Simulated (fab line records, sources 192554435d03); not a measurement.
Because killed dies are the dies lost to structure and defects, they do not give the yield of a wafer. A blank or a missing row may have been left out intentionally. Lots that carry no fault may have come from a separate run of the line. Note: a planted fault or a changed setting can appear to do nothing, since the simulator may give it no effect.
Struck lot and sound lot, side by side	flow n5-finfet	14 out of 1938 route steps
Sound: the wafers L316.1, L316.4, L316.6. Struck: wafer L325.1 (left out: L325.4, a lot-mate that was not struck); the cause follows at the end.
Each step with rows lists, per side, the tool, then ch with its chambers, then its first start. Under that, the readings that differ: sound wafers	struck wafers	difference of the means	sigmas: that difference in standard deviations of wafers without a fault.
alike: readings with means less than 2 such deviations apart, plus words and numbers identical on both sides. not compared: withheld readings, readings lacking a value on some wafer, bounds such as >300 that could conceal the same value, and numbers that have no deviation in the record and whose values overlap.
Wherever a step has rows on one side only, a row that says differs or no value, or a row with sigmas, the two part there. Non-overlapping numbers with no deviation appear without sigmas and do not part them. Lack of a reading on every wafer of one side parts them only where that side has two or more wafers.

first, 2 steps without rows for these wafers: N5_BEOL_M5_SPUTTER_83 (material Cu, target thk 15 nm, time 27.62 s); N5_BEOL_M5_ANNEAL_84 (time 1800 s).
N5_BEOL_M5_SPUTTER_88: material Cu, target thk 15 nm, time 27.62 s.
  sound on pvd-sputter-01 at day 9 03:25; struck on pvd-sputter-01 at day 11 16:10
reading	sound	struck	difference	sigmas
throttle-valve-pct (%)	32.9 30.6 32.9	29.9	-2.2	-2
  alike: chuck-sensor-temp-C
N5_BEOL_M5_ANNEAL_89: time 1800 s.
  sound on pvd-sputter-01 at day 9 03:30; struck on pvd-sputter-01 at day 11 16:14
  alike: heater-power-w
N5_BEOL_M5_SPUTTER_90: material Cu, target thk 4.5 nm, time 8.29 s.
  sound on pvd-sputter-01 at day 9 04:30; struck on pvd-sputter-01 at day 11 17:15
  alike: chuck-sensor-temp-C, throttle-valve-pct
then, 1 step without rows for these wafers: N5_BEOL_M5_ECD_50 (material Cu, target thk 300 nm).
N5_BEOL_M5_ANNEAL_51: time 90 s.
  sound on rtp-anneal-02 ch 0, day 9 04:59; struck on rtp-anneal-01 ch 0, day 11 17:27
  alike: wafer_temp_C_max
then, 1 step without rows for these wafers: N5_BEOL_M5_CMP_52 (polishes, stops on SiCOH lowk, t overpolish 6.9 s, target thk 62 nm).
N5_BEOL_M5_THK_MEAS_53: measures by xrf.
  sound on film-metro-01 at day 9 05:35; struck on film-metro-01 at day 11 18:03
  alike: M5_THK
N5_BEOL_M5_PRE_CLEAN_77: time 15 s.
  sound on cvd-co-01 ch 0,1, day 9 05:37; struck on cvd-co-02 ch 0, day 11 18:05
  alike: heater-power-w
then, 2 steps without rows for these wafers: N5_BEOL_M5_CO_CAP_78 (material Co, precursor CCTBA/H2, target thk 2 nm, time 102.1 s); N5_BEOL_M5_PRE_CLEAN_55 (time 15 s).
N5_BEOL_M5_DEP_56: deposits SiCN from 3MS/NH3, target thk 8 nm, time 14 s.
  sound on pecvd-01 ch 0,1,2, day 9 05:46; struck on pecvd-01 ch 2, day 11 18:14
reading	sound	struck	difference	sigmas
model.SiCN_of_BEOL_M5_DEP_56.thk-nm (nm)	8 8.2 8	10.4	+2.3	
  alike: showerhead-plenum-p-Torr, throttle-valve-pct
N5_BEOL_M5_RS_MEAS_57: uses a four-point probe to measure.
  sound on film-metro-01 at day 9 05:50; struck on film-metro-01 at day 11 18:19
  alike: M5_RS

== WHERE THEY PART ==
Only at N5_BEOL_M5_SPUTTER_88, as far as this record shows. Later steps at which nothing parts them and some readings are alike: N5_BEOL_M5_ANNEAL_89, N5_BEOL_M5_SPUTTER_90, N5_BEOL_M5_ANNEAL_51, N5_BEOL_M5_THK_MEAS_53, N5_BEOL_M5_PRE_CLEAN_77, N5_BEOL_M5_DEP_56, N5_BEOL_M5_RS_MEAS_57.

WHY: what the simulator had put in
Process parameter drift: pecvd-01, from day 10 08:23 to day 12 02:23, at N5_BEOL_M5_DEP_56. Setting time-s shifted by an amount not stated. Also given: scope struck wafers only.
